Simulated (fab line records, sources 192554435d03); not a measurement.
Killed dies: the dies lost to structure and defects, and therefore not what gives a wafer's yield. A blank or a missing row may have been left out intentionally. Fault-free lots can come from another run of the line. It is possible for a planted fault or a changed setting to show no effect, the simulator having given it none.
Which tool was responsible? || flow n5 finfet || Sampling: 14 lots, 41 wafers, 6 of 1938 route steps

WHAT EACH GAUGE READ, for each wafer
N5_BEOL_M14_CD_MEAS_17: the cd target is 250 nm. Usual: cd nm reads 251.6 nm (standard deviation 2).
{"lot": "L150", "measured": "day 13 19:04", "on": "cd sem-02", "cd nm (nm)": "252.3 253.8 252.7", "flag": ""}
{"lot": "L149", "measured": "day 13 22:42", "on": "cd sem-03", "cd nm (nm)": "253.0 251.4 251.7", "flag": ""}
{"lot": "L151", "measured": "day 13 23:11", "on": "cd sem-01", "cd nm (nm)": "252.3 255.0 254.3", "flag": ""}
{"lot": "L147", "measured": "day 14 15:59", "on": "cd sem-02", "cd nm (nm)": "252.3 249.7 250.5", "flag": ""}
{"lot": "L153", "measured": "day 14 18:22", "on": "cd sem-02", "cd nm (nm)": "254.6 255.2 251.1", "flag": ""}
{"lot": "L154", "measured": "day 15 11:20", "on": "cd sem-03", "cd nm (nm)": "249.9 252.9 251.1", "flag": ""}
{"lot": "L156", "measured": "day 16 03:32", "on": "cd sem-02", "cd nm (nm)": "249.1 248.1", "flag": ""}
{"lot": "L159", "measured": "day 16 04:56", "on": "cd sem-02", "cd nm (nm)": "251.6 251.3 252.9", "flag": ""}
{"lot": "L157", "measured": "day 16 10:08", "on": "cd sem-03", "cd nm (nm)": "247.8 251.2 255.3", "flag": ""}
{"lot": "L160", "measured": "day 16 22:37", "on": "cd sem-03", "cd nm (nm)": "251.7 253.0 253.3", "flag": ""}
{"lot": "L161", "measured": "day 16 23:44", "on": "cd sem-02", "cd nm (nm)": "251.0 252.1 253.2", "flag": ""}
{"lot": "L166", "measured": "day 17 02:46", "on": "cd sem-02", "cd nm (nm)": "250.8 251.3 254.6", "flag": ""}
{"lot": "L167", "measured": "day 19 01:53", "on": "cd sem-01", "cd nm (nm)": "248.5 252.8 251.3", "flag": ""}
{"lot": "L168", "measured": "day 19 01:59", "on": "cd sem-03", "cd nm (nm)": "247.3 253.1 251.1", "flag": ""}

N5_BEOL_M15_CD_MEAS_17: the cd target is 360 nm. Usual: cd nm reads 361.7 nm (standard deviation 1.9).
{"lot": "L150", "measured": "day 14 04:16", "on": "cd sem-01", "cd nm (nm)": "358.4 360.6 361.3", "flag": ""}
{"lot": "L149", "measured": "day 14 04:35", "on": "cd sem-02", "cd nm (nm)": "363.5 363.2 362.0", "flag": ""}
{"lot": "L151", "measured": "day 14 04:40", "on": "cd sem-01", "cd nm (nm)": "360.2 363.6 361.5", "flag": ""}
{"lot": "L147", "measured": "day 15 02:22", "on": "cd sem-03", "cd nm (nm)": "362.0 358.8 358.9", "flag": ""}
{"lot": "L153", "measured": "day 15 03:38", "on": "cd sem-03", "cd nm (nm)": "357.8 361.0 358.9", "flag": ""}
{"lot": "L154", "measured": "day 15 16:32", "on": "cd sem-03", "cd nm (nm)": "360.7 365.0 361.6", "flag": ""}
{"lot": "L156", "measured": "day 16 10:11", "on": "cd sem-03", "cd nm (nm)": "364.7 365.9", "flag": ""}
{"lot": "L159", "measured": "day 16 10:41", "on": "cd sem-03", "cd nm (nm)": "362.4 362.7 362.0", "flag": ""}
{"lot": "L157", "measured": "day 16 14:39", "on": "cd sem-02", "cd nm (nm)": "363.9 361.0 362.3", "flag": ""}
{"lot": "L160", "measured": "day 17 05:35", "on": "cd sem-02", "cd nm (nm)": "- - -", "flag": "OFF"}
{"lot": "L161", "measured": "day 17 06:34", "on": "cd sem-02", "cd nm (nm)": "- - -", "flag": "OFF"}
{"lot": "L166", "measured": "day 17 08:34", "on": "cd sem-02", "cd nm (nm)": "361.3 362.0 359.1", "flag": ""}
{"lot": "L167", "measured": "day 19 08:08", "on": "cd sem-02", "cd nm (nm)": "363.8 364.2 362.2", "flag": ""}
{"lot": "L168", "measured": "day 19 09:14", "on": "cd sem-01", "cd nm (nm)": "361.7 361.0 362.9", "flag": ""}

TOOL THAT RAN EACH LOT (tool first, then ch and the chambers of the sampled wafers, then the start)
{"lot": "L150", "N5_BEOL_M14_ETCH_67": "rie diel-03 ch 0,3, day 13 19:40", "N5_BEOL_M15_ILD_DEP_00": "pecvd-04 ch 1,2, day 14 02:59", "N5_BEOL_M15_DESCUM_15": "rie diel-01 ch 0,1, day 14 03:46", "N5_BEOL_M15_VIA_ETCH_16": "rie diel-01 ch 0,1, day 14 03:51"}
{"lot": "L149", "N5_BEOL_M14_ETCH_67": "rie diel-02 ch 0,3, day 13 23:08", "N5_BEOL_M15_ILD_DEP_00": "pecvd-03 ch 0,1,2, day 14 03:19", "N5_BEOL_M15_DESCUM_15": "rie diel-05 ch 1,2,3, day 14 04:05", "N5_BEOL_M15_VIA_ETCH_16": "rie diel-05 ch 1,2,3, day 14 04:10"}
{"lot": "L151", "N5_BEOL_M14_ETCH_67": "rie diel-03 ch 1,2, day 13 23:47", "N5_BEOL_M15_ILD_DEP_00": "pecvd-01 ch 1,2, day 14 03:23", "N5_BEOL_M15_DESCUM_15": "rie diel-01 ch 0,1, day 14 04:10", "N5_BEOL_M15_VIA_ETCH_16": "rie diel-01 ch 0,1, day 14 04:16"}
{"lot": "L147", "N5_BEOL_M14_ETCH_67": "rie diel-02 ch 0,1, day 14 16:34", "N5_BEOL_M15_ILD_DEP_00": "pecvd-04 ch 1,2, day 15 00:55", "N5_BEOL_M15_DESCUM_15": "rie diel-05 ch 1,2,3, day 15 01:52", "N5_BEOL_M15_VIA_ETCH_16": "rie diel-05 ch 1,2,3, day 15 01:56"}
{"lot": "L153", "N5_BEOL_M14_ETCH_67": "rie diel-03 ch 0,1, day 14 19:00", "N5_BEOL_M15_ILD_DEP_00": "pecvd-03 ch 0,1,2, day 15 02:22", "N5_BEOL_M15_DESCUM_15": "rie diel-04 ch 0,1,2, day 15 03:08", "N5_BEOL_M15_VIA_ETCH_16": "rie diel-04 ch 0,1,2, day 15 03:13"}
{"lot": "L154", "N5_BEOL_M14_ETCH_67": "rie diel-06 ch 2,3, day 15 11:55", "N5_BEOL_M15_ILD_DEP_00": "pecvd-03 ch 1,2, day 15 15:16", "N5_BEOL_M15_DESCUM_15": "rie diel-04 ch 1,3, day 15 16:02", "N5_BEOL_M15_VIA_ETCH_16": "rie diel-04 ch 1,3, day 15 16:07"}
{"lot": "L156", "N5_BEOL_M14_ETCH_67": "rie diel-02 ch 1,2, day 16 03:59", "N5_BEOL_M15_ILD_DEP_00": "pecvd-04 ch 0,1, day 16 08:15", "N5_BEOL_M15_DESCUM_15": "rie diel-05 ch 2,3, day 16 09:41", "N5_BEOL_M15_VIA_ETCH_16": "rie diel-05 ch 2,3, day 16 09:47"}
{"lot": "L159", "N5_BEOL_M14_ETCH_67": "rie diel-02 ch 1,2, day 16 05:43", "N5_BEOL_M15_ILD_DEP_00": "pecvd-03 ch 0,2, day 16 08:38", "N5_BEOL_M15_DESCUM_15": "rie diel-01 ch 0,1, day 16 10:10", "N5_BEOL_M15_VIA_ETCH_16": "rie diel-01 ch 0,1, day 16 10:16"}
{"lot": "L157", "N5_BEOL_M14_ETCH_67": "rie diel-06 ch 2,3, day 16 10:35", "N5_BEOL_M15_ILD_DEP_00": "pecvd-03 ch 0,2, day 16 13:23", "N5_BEOL_M15_DESCUM_15": "rie diel-04 ch 1,2, day 16 14:09", "N5_BEOL_M15_VIA_ETCH_16": "rie diel-04 ch 1,2, day 16 14:14"}
{"lot": "L160", "N5_BEOL_M14_ETCH_67": "rie diel-03 ch 1,2, day 16 23:04", "N5_BEOL_M15_ILD_DEP_00": "pecvd-03 ch 0,1,2, day 17 04:27", "N5_BEOL_M15_DESCUM_15": "rie diel-01 ch 2,3, day 17 05:05", "N5_BEOL_M15_VIA_ETCH_16": "rie diel-01 ch 2,3, day 17 05:11"}
{"lot": "L161", "N5_BEOL_M14_ETCH_67": "rie diel-06 ch 1,2,3, day 17 00:18", "N5_BEOL_M15_ILD_DEP_00": "pecvd-04 ch 0,1, day 17 05:14", "N5_BEOL_M15_DESCUM_15": "rie diel-04 ch 0,1,3, day 17 06:04", "N5_BEOL_M15_VIA_ETCH_16": "rie diel-04 ch 0,1,3, day 17 06:10"}
{"lot": "L166", "N5_BEOL_M14_ETCH_67": "rie diel-02 ch 1,3, day 17 03:35", "N5_BEOL_M15_ILD_DEP_00": "pecvd-03 ch 0,2, day 17 07:25", "N5_BEOL_M15_DESCUM_15": "rie diel-05 ch 0,1,2, day 17 08:04", "N5_BEOL_M15_VIA_ETCH_16": "rie diel-05 ch 0,1,2, day 17 08:09"}
{"lot": "L167", "N5_BEOL_M14_ETCH_67": "rie diel-06 ch 1,2,3, day 19 02:20", "N5_BEOL_M15_ILD_DEP_00": "pecvd-04 ch 0,1,2, day 19 06:52", "N5_BEOL_M15_DESCUM_15": "rie diel-01 ch 1,2,3, day 19 07:38", "N5_BEOL_M15_VIA_ETCH_16": "rie diel-01 ch 1,2,3, day 19 07:43"}
{"lot": "L168", "N5_BEOL_M14_ETCH_67": "rie diel-02 ch 1,2,3, day 19 02:43", "N5_BEOL_M15_ILD_DEP_00": "pecvd-04 ch 0,2, day 19 08:06", "N5_BEOL_M15_DESCUM_15": "rie diel-05 ch 1,2,3, day 19 08:44", "N5_BEOL_M15_VIA_ETCH_16": "rie diel-05 ch 1,2,3, day 19 08:50"}
- N5_BEOL_M14_ETCH_67: etches SiARC in CF4, target depth 143 nm, time 238.3 s.
- N5_BEOL_M15_ILD_DEP_00: deposits SiO2 from TEOS/O2, target thk 1629.3 nm, time 346.1 s.
- N5_BEOL_M15_DESCUM_15: chemistry O2, time 7.9 s.
- N5_BEOL_M15_VIA_ETCH_16: etches SiO2 in C4F8/O2/Ar, target depth 1792.2 nm.

WHAT THE TOOLS THEMSELVES READ (means of the sampled wafers that have a number; where no wafer has one, the mark that the record gives instead)
N5_BEOL_M14_ETCH_67. Usual: drypump motor current A 5.8 A, standard deviation 0.55; etch rf on time s 235 s, standard deviation 4.5; oes product au 0.72 a.u., standard deviation 0.072; rf vpp V 184.3 V, standard deviation 1.2; showerhead plenum p Torr 2.16 Torr, standard deviation 0.072; throttle valve pct 15.44 %, standard deviation 0.29.
{"lot": "L150", "tool": "rie diel-03", "drypump motor current A (A)": 5.7, "etch rf on time s (s)": 236, "oes product au (a.u.)": 0.79, "rf vpp V (V)": 185.7, "showerhead plenum p Torr (Torr)": 2.21, "throttle valve pct (%)": 15.22, "flag": ""}
{"lot": "L149", "tool": "rie diel-02", "drypump motor current A (A)": 6.2, "etch rf on time s (s)": 233, "oes product au (a.u.)": 0.69, "rf vpp V (V)": 185.0, "showerhead plenum p Torr (Torr)": 2.18, "throttle valve pct (%)": 15.20, "flag": ""}
{"lot": "L151", "tool": "rie diel-03", "drypump motor current A (A)": 5.7, "etch rf on time s (s)": 237, "oes product au (a.u.)": 0.60, "rf vpp V (V)": 183.4, "showerhead plenum p Torr (Torr)": 2.09, "throttle valve pct (%)": 15.86, "flag": ""}
{"lot": "L147", "tool": "rie diel-02", "drypump motor current A (A)": 5.9, "etch rf on time s (s)": 235, "oes product au (a.u.)": 0.75, "rf vpp V (V)": 184.8, "showerhead plenum p Torr (Torr)": 2.20, "throttle valve pct (%)": 15.24, "flag": ""}
{"lot": "L153", "tool": "rie diel-03", "drypump motor current A (A)": 5.5, "etch rf on time s (s)": 229, "oes product au (a.u.)": 0.67, "rf vpp V (V)": 184.4, "showerhead plenum p Torr (Torr)": 2.17, "throttle valve pct (%)": 15.88, "flag": ""}
{"lot": "L154", "tool": "rie diel-06", "drypump motor current A (A)": 6.6, "etch rf on time s (s)": 237, "oes product au (a.u.)": 0.78, "rf vpp V (V)": 185.3, "showerhead plenum p Torr (Torr)": 2.19, "throttle valve pct (%)": 15.29, "flag": ""}
{"lot": "L156", "tool": "rie diel-02", "drypump motor current A (A)": 5.3, "etch rf on time s (s)": 236, "oes product au (a.u.)": 0.75, "rf vpp V (V)": 183.3, "showerhead plenum p Torr (Torr)": 2.10, "throttle valve pct (%)": 15.52, "flag": ""}
{"lot": "L159", "tool": "rie diel-02", "drypump motor current A (A)": 5.4, "etch rf on time s (s)": 232, "oes product au (a.u.)": 0.77, "rf vpp V (V)": 184.0, "showerhead plenum p Torr (Torr)": 2.10, "throttle valve pct (%)": 15.54, "flag": ""}
{"lot": "L157", "tool": "rie diel-06", "drypump motor current A (A)": 6.6, "etch rf on time s (s)": 237, "oes product au (a.u.)": 0.75, "rf vpp V (V)": 184.2, "showerhead plenum p Torr (Torr)": 2.19, "throttle valve pct (%)": 15.32, "flag": ""}
{"lot": "L160", "tool": "rie diel-03", "drypump motor current A (A)": 5.9, "etch rf on time s (s)": 232, "oes product au (a.u.)": 0.61, "rf vpp V (V)": 184.7, "showerhead plenum p Torr (Torr)": 2.14, "throttle valve pct (%)": 16.04, "flag": ""}
{"lot": "L161", "tool": "rie diel-06", "drypump motor current A (A)": 6.0, "etch rf on time s (s)": 235, "oes product au (a.u.)": 0.77, "rf vpp V (V)": 184.8, "showerhead plenum p Torr (Torr)": 2.18, "throttle valve pct (%)": 15.34, "flag": ""}
{"lot": "L166", "tool": "rie diel-02", "drypump motor current A (A)": 5.8, "etch rf on time s (s)": 235, "oes product au (a.u.)": 0.77, "rf vpp V (V)": 184.1, "showerhead plenum p Torr (Torr)": 2.15, "throttle valve pct (%)": 15.44, "flag": ""}
{"lot": "L167", "tool": "rie diel-06", "drypump motor current A (A)": 6.0, "etch rf on time s (s)": 237, "oes product au (a.u.)": 0.73, "rf vpp V (V)": 184.2, "showerhead plenum p Torr (Torr)": 2.18, "throttle valve pct (%)": 15.38, "flag": ""}
{"lot": "L168", "tool": "rie diel-02", "drypump motor current A (A)": 5.7, "etch rf on time s (s)": 236, "oes product au (a.u.)": 0.74, "rf vpp V (V)": 184.8, "showerhead plenum p Torr (Torr)": 2.15, "throttle valve pct (%)": 15.41, "flag": ""}

N5_BEOL_M15_ILD_DEP_00. Usual: chamber pressure Torr 6.499 Torr, standard deviation 0.015; heater power outer w 273 W, standard deviation 47; heater power w 516 W, standard deviation 74; showerhead plenum p Torr 8.33 Torr, standard deviation 0.033; throttle valve pct 18.2 %, standard deviation 1.1.
{"lot": "L150", "tool": "pecvd-04", "chamber pressure Torr (Torr)": 6.501, "heater power outer w (W)": 278, "heater power w (W)": 519, "showerhead plenum p Torr (Torr)": 8.36, "throttle valve pct (%)": 17.9, "flag": ""}
{"lot": "L149", "tool": "pecvd-03", "chamber pressure Torr (Torr)": 6.517, "heater power outer w (W)": 283, "heater power w (W)": 543, "showerhead plenum p Torr (Torr)": 8.34, "throttle valve pct (%)": 18.3, "flag": ""}
{"lot": "L151", "tool": "pecvd-01", "chamber pressure Torr (Torr)": 6.496, "heater power outer w (W)": 224, "heater power w (W)": 496, "showerhead plenum p Torr (Torr)": 8.27, "throttle valve pct (%)": 17.8, "flag": ""}
{"lot": "L147", "tool": "pecvd-04", "chamber pressure Torr (Torr)": 6.493, "heater power outer w (W)": 258, "heater power w (W)": 504, "showerhead plenum p Torr (Torr)": 8.35, "throttle valve pct (%)": 17.7, "flag": ""}
{"lot": "L153", "tool": "pecvd-03", "chamber pressure Torr (Torr)": 6.501, "heater power outer w (W)": 289, "heater power w (W)": 541, "showerhead plenum p Torr (Torr)": 8.34, "throttle valve pct (%)": 18.2, "flag": ""}
{"lot": "L154", "tool": "pecvd-03", "chamber pressure Torr (Torr)": 6.494, "heater power outer w (W)": 264, "heater power w (W)": 530, "showerhead plenum p Torr (Torr)": 8.32, "throttle valve pct (%)": 17.7, "flag": ""}
{"lot": "L156", "tool": "pecvd-04", "chamber pressure Torr (Torr)": 6.486, "heater power outer w (W)": 250, "heater power w (W)": 460, "showerhead plenum p Torr (Torr)": 8.37, "throttle valve pct (%)": 17.7, "flag": ""}
{"lot": "L159", "tool": "pecvd-03", "chamber pressure Torr (Torr)": 6.502, "heater power outer w (W)": 298, "heater power w (W)": 533, "showerhead plenum p Torr (Torr)": 8.35, "throttle valve pct (%)": 19.0, "flag": ""}
{"lot": "L157", "tool": "pecvd-03", "chamber pressure Torr (Torr)": 6.506, "heater power outer w (W)": 272, "heater power w (W)": 503, "showerhead plenum p Torr (Torr)": 8.35, "throttle valve pct (%)": 18.8, "flag": ""}
{"lot": "L160", "tool": "pecvd-03", "chamber pressure Torr (Torr)": "-", "heater power outer w (W)": "-", "heater power w (W)": "-", "showerhead plenum p Torr (Torr)": "-", "throttle valve pct (%)": "-", "flag": "OFF"}
{"lot": "L161", "tool": "pecvd-04", "chamber pressure Torr (Torr)": "-", "heater power outer w (W)": "-", "heater power w (W)": "-", "showerhead plenum p Torr (Torr)": "-", "throttle valve pct (%)": "-", "flag": "OFF"}
{"lot": "L166", "tool": "pecvd-03", "chamber pressure Torr (Torr)": 6.504, "heater power outer w (W)": 293, "heater power w (W)": 533, "showerhead plenum p Torr (Torr)": 8.36, "throttle valve pct (%)": 17.7, "flag": ""}
{"lot": "L167", "tool": "pecvd-04", "chamber pressure Torr (Torr)": 6.490, "heater power outer w (W)": 275, "heater power w (W)": 488, "showerhead plenum p Torr (Torr)": 8.35, "throttle valve pct (%)": 17.8, "flag": ""}
{"lot": "L168", "tool": "pecvd-04", "chamber pressure Torr (Torr)": 6.505, "heater power outer w (W)": 264, "heater power w (W)": 457, "showerhead plenum p Torr (Torr)": 8.33, "throttle valve pct (%)": 17.4, "flag": ""}

N5_BEOL_M15_DESCUM_15. Usual: bias power w 20.00 W, standard deviation 0.054; drypump motor current A 5.6 A, standard deviation 0.47; oes product au 0.81 a.u., standard deviation 0.082; rf vpp V 243.0 V, standard deviation 1.4; showerhead plenum p Torr 2.08 Torr, standard deviation 0.078; throttle valve pct 20.52 %, standard deviation 0.21.
{"lot": "L150", "tool": "rie diel-01", "bias power w (W)": 19.95, "drypump motor current A (A)": 6.2, "oes product au (a.u.)": 0.75, "rf vpp V (V)": 244.4, "showerhead plenum p Torr (Torr)": 2.15, "throttle valve pct (%)": 20.56, "flag": ""}
{"lot": "L149", "tool": "rie diel-05", "bias power w (W)": 19.96, "drypump motor current A (A)": 5.4, "oes product au (a.u.)": 0.79, "rf vpp V (V)": 243.3, "showerhead plenum p Torr (Torr)": 2.08, "throttle valve pct (%)": 20.58, "flag": ""}
{"lot": "L151", "tool": "rie diel-01", "bias power w (W)": 19.94, "drypump motor current A (A)": 6.1, "oes product au (a.u.)": 0.82, "rf vpp V (V)": 243.9, "showerhead plenum p Torr (Torr)": 2.14, "throttle valve pct (%)": 20.52, "flag": ""}
{"lot": "L147", "tool": "rie diel-05", "bias power w (W)": 20.05, "drypump motor current A (A)": 5.5, "oes product au (a.u.)": 0.79, "rf vpp V (V)": 242.5, "showerhead plenum p Torr (Torr)": 2.08, "throttle valve pct (%)": 20.58, "flag": ""}
{"lot": "L153", "tool": "rie diel-04", "bias power w (W)": 20.01, "drypump motor current A (A)": 5.7, "oes product au (a.u.)": 0.81, "rf vpp V (V)": 241.5, "showerhead plenum p Torr (Torr)": 2.02, "throttle valve pct (%)": 20.38, "flag": ""}
{"lot": "L154", "tool": "rie diel-04", "bias power w (W)": 20.01, "drypump motor current A (A)": 5.8, "oes product au (a.u.)": 0.85, "rf vpp V (V)": 241.8, "showerhead plenum p Torr (Torr)": 2.04, "throttle valve pct (%)": 20.60, "flag": ""}
{"lot": "L156", "tool": "rie diel-05", "bias power w (W)": 20.04, "drypump motor current A (A)": 5.2, "oes product au (a.u.)": 0.77, "rf vpp V (V)": 242.2, "showerhead plenum p Torr (Torr)": 2.01, "throttle valve pct (%)": 20.50, "flag": ""}
{"lot": "L159", "tool": "rie diel-01", "bias power w (W)": 20.01, "drypump motor current A (A)": 6.1, "oes product au (a.u.)": 0.90, "rf vpp V (V)": 244.4, "showerhead plenum p Torr (Torr)": 2.14, "throttle valve pct (%)": 20.40, "flag": ""}
{"lot": "L157", "tool": "rie diel-04", "bias power w (W)": 19.94, "drypump motor current A (A)": 5.6, "oes product au (a.u.)": 0.74, "rf vpp V (V)": 242.5, "showerhead plenum p Torr (Torr)": 1.99, "throttle valve pct (%)": 20.37, "flag": ""}
{"lot": "L160", "tool": "rie diel-01", "bias power w (W)": 20.00, "drypump motor current A (A)": 5.9, "oes product au (a.u.)": 0.80, "rf vpp V (V)": 241.9, "showerhead plenum p Torr (Torr)": 2.04, "throttle valve pct (%)": 20.34, "flag": ""}
{"lot": "L161", "tool": "rie diel-04", "bias power w (W)": 20.01, "drypump motor current A (A)": 5.8, "oes product au (a.u.)": 0.86, "rf vpp V (V)": 241.8, "showerhead plenum p Torr (Torr)": 2.04, "throttle valve pct (%)": 20.52, "flag": ""}
{"lot": "L166", "tool": "rie diel-05", "bias power w (W)": 19.97, "drypump motor current A (A)": 5.4, "oes product au (a.u.)": 0.83, "rf vpp V (V)": 243.3, "showerhead plenum p Torr (Torr)": 2.12, "throttle valve pct (%)": 20.65, "flag": ""}
{"lot": "L167", "tool": "rie diel-01", "bias power w (W)": 20.05, "drypump motor current A (A)": 5.9, "oes product au (a.u.)": 0.83, "rf vpp V (V)": 243.3, "showerhead plenum p Torr (Torr)": 2.09, "throttle valve pct (%)": 20.32, "flag": ""}
{"lot": "L168", "tool": "rie diel-05", "bias power w (W)": 20.00, "drypump motor current A (A)": 5.5, "oes product au (a.u.)": 0.75, "rf vpp V (V)": 242.8, "showerhead plenum p Torr (Torr)": 2.07, "throttle valve pct (%)": 20.63, "flag": ""}

N5_BEOL_M15_VIA_ETCH_16. Usual: drypump motor current A 5.6 A, standard deviation 0.47; oes_f_703_au 0.81 a.u., standard deviation 0.079; oes product au 0.73 a.u., standard deviation 0.075; rf vpp V 2208 V, standard deviation 37; showerhead plenum p Torr 3.42 Torr, standard deviation 0.1; throttle valve pct 31.01 %, standard deviation 0.25.
{"lot": "L150", "tool": "rie diel-01", "drypump motor current A (A)": 6.2, "oes_f_703_au (a.u.)": 0.76, "oes product au (a.u.)": 0.68, "rf vpp V (V)": 2251, "showerhead plenum p Torr (Torr)": 3.50, "throttle valve pct (%)": 30.82, "flag": ""}
{"lot": "L149", "tool": "rie diel-05", "drypump motor current A (A)": 5.5, "oes_f_703_au (a.u.)": 0.80, "oes product au (a.u.)": 0.72, "rf vpp V (V)": 2195, "showerhead plenum p Torr (Torr)": 3.43, "throttle valve pct (%)": 31.17, "flag": ""}
{"lot": "L151", "tool": "rie diel-01", "drypump motor current A (A)": 6.1, "oes_f_703_au (a.u.)": 0.81, "oes product au (a.u.)": 0.74, "rf vpp V (V)": 2281, "showerhead plenum p Torr (Torr)": 3.51, "throttle valve pct (%)": 31.00, "flag": ""}
{"lot": "L147", "tool": "rie diel-05", "drypump motor current A (A)": 5.5, "oes_f_703_au (a.u.)": 0.79, "oes product au (a.u.)": 0.72, "rf vpp V (V)": 2195, "showerhead plenum p Torr (Torr)": 3.43, "throttle valve pct (%)": 31.16, "flag": ""}
{"lot": "L153", "tool": "rie diel-04", "drypump motor current A (A)": 5.7, "oes_f_703_au (a.u.)": 0.81, "oes product au (a.u.)": 0.73, "rf vpp V (V)": 2191, "showerhead plenum p Torr (Torr)": 3.33, "throttle valve pct (%)": 30.88, "flag": ""}
{"lot": "L154", "tool": "rie diel-04", "drypump motor current A (A)": 5.8, "oes_f_703_au (a.u.)": 0.85, "oes product au (a.u.)": 0.76, "rf vpp V (V)": 2215, "showerhead plenum p Torr (Torr)": 3.35, "throttle valve pct (%)": 31.09, "flag": ""}
{"lot": "L156", "tool": "rie diel-05", "drypump motor current A (A)": 5.2, "oes_f_703_au (a.u.)": 0.77, "oes product au (a.u.)": 0.69, "rf vpp V (V)": 2186, "showerhead plenum p Torr (Torr)": 3.33, "throttle valve pct (%)": 31.11, "flag": ""}
{"lot": "L159", "tool": "rie diel-01", "drypump motor current A (A)": 6.1, "oes_f_703_au (a.u.)": 0.90, "oes product au (a.u.)": 0.82, "rf vpp V (V)": 2280, "showerhead plenum p Torr (Torr)": 3.49, "throttle valve pct (%)": 30.92, "flag": ""}
{"lot": "L157", "tool": "rie diel-04", "drypump motor current A (A)": 5.6, "oes_f_703_au (a.u.)": 0.75, "oes product au (a.u.)": 0.67, "rf vpp V (V)": 2152, "showerhead plenum p Torr (Torr)": 3.30, "throttle valve pct (%)": 30.84, "flag": ""}
{"lot": "L160", "tool": "rie diel-01", "drypump motor current A (A)": 5.9, "oes_f_703_au (a.u.)": 0.79, "oes product au (a.u.)": 0.30, "rf vpp V (V)": 2203, "showerhead plenum p Torr (Torr)": 3.40, "throttle valve pct (%)": 30.29, "flag": "OFF"}
{"lot": "L161", "tool": "rie diel-04", "drypump motor current A (A)": 5.8, "oes_f_703_au (a.u.)": 0.85, "oes product au (a.u.)": 0.32, "rf vpp V (V)": 2227, "showerhead plenum p Torr (Torr)": 3.36, "throttle valve pct (%)": 30.35, "flag": "OFF"}
{"lot": "L166", "tool": "rie diel-05", "drypump motor current A (A)": 5.4, "oes_f_703_au (a.u.)": 0.84, "oes product au (a.u.)": 0.75, "rf vpp V (V)": 2200, "showerhead plenum p Torr (Torr)": 3.47, "throttle valve pct (%)": 31.10, "flag": ""}
{"lot": "L167", "tool": "rie diel-01", "drypump motor current A (A)": 5.9, "oes_f_703_au (a.u.)": 0.84, "oes product au (a.u.)": 0.76, "rf vpp V (V)": 2210, "showerhead plenum p Torr (Torr)": 3.42, "throttle valve pct (%)": 30.74, "flag": ""}
{"lot": "L168", "tool": "rie diel-05", "drypump motor current A (A)": 5.5, "oes_f_703_au (a.u.)": 0.77, "oes product au (a.u.)": 0.68, "rf vpp V (V)": 2194, "showerhead plenum p Torr (Torr)": 3.41, "throttle valve pct (%)": 31.18, "flag": ""}

THE ANSWER, worked out from the rows above alone
Rule: a lot is off if the mean of its wafers that have a number lies more than 3 standard deviations from the usual mean. A lot without any number at a reading at which 4 lots or more have one is off too. Where the step has rows for the other lots, those lots are counted as sound. After the gauges, taken in route order, come the tools' own readings; for these a lot's mean is taken, as printed above. The first step at which some lot is off is used, and at that step the reading that is off furthest; a lot without a number counts as furthest.
Off, at N5_BEOL_M15_CD_MEAS_17 on cd nm: L160, L161. Without a number there: L160, L161.
A tool fits if, at a process step before that reading, it ran every lot that is off, and no sound lot after the first of them. The gauges at N5_BEOL_M15_CD_MEAS_17 aren't tried: what is off there is off at N5_BEOL_M15_ILD_DEP_00 too, on other tools, and a gauge's error can't cause that. None of those tried fits.

WHAT HAD BEEN PUT IN BY THE SIMULATOR
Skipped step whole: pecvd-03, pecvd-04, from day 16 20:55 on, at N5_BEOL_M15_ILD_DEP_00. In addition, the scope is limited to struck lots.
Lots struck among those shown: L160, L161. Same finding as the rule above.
